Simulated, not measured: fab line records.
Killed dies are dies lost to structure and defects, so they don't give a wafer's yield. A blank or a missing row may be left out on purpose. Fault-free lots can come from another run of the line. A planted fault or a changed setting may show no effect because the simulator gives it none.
One fault through the eyes of 2 desks | flow nandHarc | each desk holds nothing but its own numbers, with what lay behind them at the end

== THE DEFECT DESK ==
For each lot, the counts of the inspections along the route, averaged over the sampled wafers that have a number. Any lot whose mean is over 4 standard deviations away from the usual mean is out of limits and marked OUT; that distance is given in the brackets.
Columns: A = rawDefectCount at NHARC_A_CONTACT_INSPECT_71, usual 82
lot  | first seen here | A
L736 | day 22 03:59    | 59
L738 | day 22 22:29    | 20
L737 | day 22 22:38    | 138
L741 | day 23 17:22    | 148
L742 | day 23 18:56    | 23
L743 | day 25 01:35    | 110
L747 | day 25 22:20    | 123
L745 | day 26 12:23    | 133
L748 | day 26 23:20    | 20
L753 | day 28 07:44    | 50
L754 | day 29 11:17    | 121
L759 | day 31 07:15    | 138
This desk's finding: nothing out of limits on any of the 12 lots.

== AT THE TOOL OWNER'S DESK: rieDiel-10 ==
The tool's own readings at NHARC_A_CONTACT_ETCH_75 (etches the open film in CF4, target depth 39 nm, time 65 s): means of the sampled wafers that have a number, for each lot that ran on this tool. Any lot whose mean is over 4 standard deviations away from the usual mean is out of limits and marked OUT; that distance is given in the brackets.
Columns: A = drypumpMotorCurrentA at NHARC_A_CONTACT_ETCH_75, usual 5.78 A; B = oesProductAu at NHARC_A_CONTACT_ETCH_75, usual 0.999 a.u.; C = rfVppV at NHARC_A_CONTACT_ETCH_75, usual 150.6 V; D = runLengthS at NHARC_A_CONTACT_ETCH_75, usual 86.2 s; E = showerheadPlenumPTorr at NHARC_A_CONTACT_ETCH_75, usual 1.72 Torr; F = throttleValvePct at NHARC_A_CONTACT_ETCH_75, usual 13.283 %
lot  | first seen here | A    | B     | C     | D              | E    | F
L736 | day 22 04:09    | 5.68 | 1.011 | 150.9 | 86.2           | 1.72 | 13.281
L741 | day 23 17:31    | 5.70 | 1.013 | 150.6 | 86.5           | 1.72 | 13.291
L742 | day 23 19:05    | 5.78 | 1.009 | 150.5 | 86.1           | 1.72 | 13.283
L743 | day 25 01:44    | 5.69 | 1.010 | 150.4 | 86.5           | 1.71 | 13.279
L754 | day 29 11:26    | 5.80 | 0.991 | 150.6 | 72.0 (-35) OUT | 1.70 | 13.283
This desk finds L754 out of limits, L754 being first, at day 29 11:26 (runLengthS at NHARC_A_CONTACT_ETCH_75). L736, L741, L742, L743 stayed within limits.

== ALL TOGETHER ==
The tool owner's desk had the chance to raise an alarm at day 29 11:26 on L754.
Nothing out of limits was seen by the defect desk.
The defect desk has L754 on record, within its limits.
The lots listed all ran NHARC_A_CONTACT_ETCH_75 on rieDiel-10.

== WHAT THE SIMULATOR HAD INSERTED ==
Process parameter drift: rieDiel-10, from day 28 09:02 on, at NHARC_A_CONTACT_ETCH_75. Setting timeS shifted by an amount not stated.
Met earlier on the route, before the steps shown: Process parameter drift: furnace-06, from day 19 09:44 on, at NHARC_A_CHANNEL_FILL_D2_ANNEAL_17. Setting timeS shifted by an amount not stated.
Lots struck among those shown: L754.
Delay in hours, fault start to first out-of-limits reading, by desk: the tool owner's desk at 26.
